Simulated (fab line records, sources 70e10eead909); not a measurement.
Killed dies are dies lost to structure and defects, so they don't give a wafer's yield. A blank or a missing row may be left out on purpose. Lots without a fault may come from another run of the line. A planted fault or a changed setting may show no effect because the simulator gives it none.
Problem report in the 8D (eight disciplines) form, filled by code | flow nand_harc | the parts of the form that need people (team, actions taken, sign-off) are left out

1. THE PROBLEM
thk_nm at NHARC_A_ONON_D1_THK_MEAS_02 reads a mean of 844 nm on 3 wafers of 2 lots; wafers without a fault read 1000 nm with a standard deviation of 6.3. That is -25 standard deviations from the usual mean.
The step: measures by ellipsometry.
First seen on wafer L925.1, day 11 14:20, on film_metro-02. The record holds 40 wafers of 14 lots with a number at this step. Rule for "out", or "out of limits": more than 4 standard deviations from the usual mean. The other wafers with a number count as sound.

2. WHAT IT IS AND WHAT IT IS NOT
question                    | is                           | is not
which readings at this step | thk_nm                       | -
which lots                  | L925, L926                   | L909, L910, L911, L912, L913, L915, L918, L919, L921, L922, L929, L931
which wafers of those lots  | L925.1, L926.1, L926.3       | L925.4
read on which gauges        | film_metro-01, film_metro-02 | -
when                        | from day 11 14:20            | up to then (31 sound wafers); but 6 sound wafers of L929, L931 came after

3. SUSPECTS, AND WHAT RULES EACH OUT
Counting: a tool at a process step up to the reading stays a suspect if it ran every lot that is out. Sound lots after the first of them don't rule it out here, since some wafers of a struck lot are sound.
- the gauge at NHARC_A_ONON_D1_THK_MEAS_02: ruled out. The wafers that are out were read on 2 gauges (film_metro-01, film_metro-02).
- pecvd_onon-01 at NHARC_A_ONON_D1_DEP_00 (target thk 1000 nm): kept. It ran every lot that is out, first L925 (day 11 13:49); its last sound lot up to then is L922 (day 10 16:28).
Left after counting: pecvd_onon-01 at NHARC_A_ONON_D1_DEP_00.

4. THE CAUSE (what the simulator had put in)
Process parameter drift: pecvd_onon-01, from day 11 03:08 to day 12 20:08, at NHARC_A_ONON_D1_DEP_00. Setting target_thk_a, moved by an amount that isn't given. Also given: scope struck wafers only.
Counting left only this tool.

5. THE CHAIN OF EFFECTS, in route order
Each row: a reading whose mean over the struck wafers that have a number lies more than 3 standard deviations from the usual. Only readings for which the record gives a usual standard deviation are gone through. hours: the time from each lot's start at the first step in this table that gives one to its start at this step, as a median over the lots. sigmas: the change in usual standard deviations.
hours | step                        | reading         | usual   | on struck wafers | change | sigmas
0     | NHARC_A_ONON_D1_THK_MEAS_02 | thk_nm          | 1000 nm | 844              | -156   | -25
287   | NHARC_END_SORT_01           | killed_at_array | 28      | 668              | +640   | +72
287   | NHARC_END_SORT_01           | killed_dies     | 32      | 677              | +645   | +69

6. WHAT WOULD HAVE CAUGHT IT SOONER
In this record the first reading out of limits at a measuring or inspecting step was taken at day 11 14:20, 11 hours after the fault began at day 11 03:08.
Of the tool readings at NHARC_A_ONON_D1_DEP_00 for which the record gives a usual standard deviation, none was out on any struck wafer, so an alarm limit of 4 standard deviations on them would not have fired.
Of the lots that are out (2), L926 began NHARC_A_ONON_D1_DEP_00 on pecvd_onon-01 after day 11 14:20. A hold on the tool at that time would have spared it.
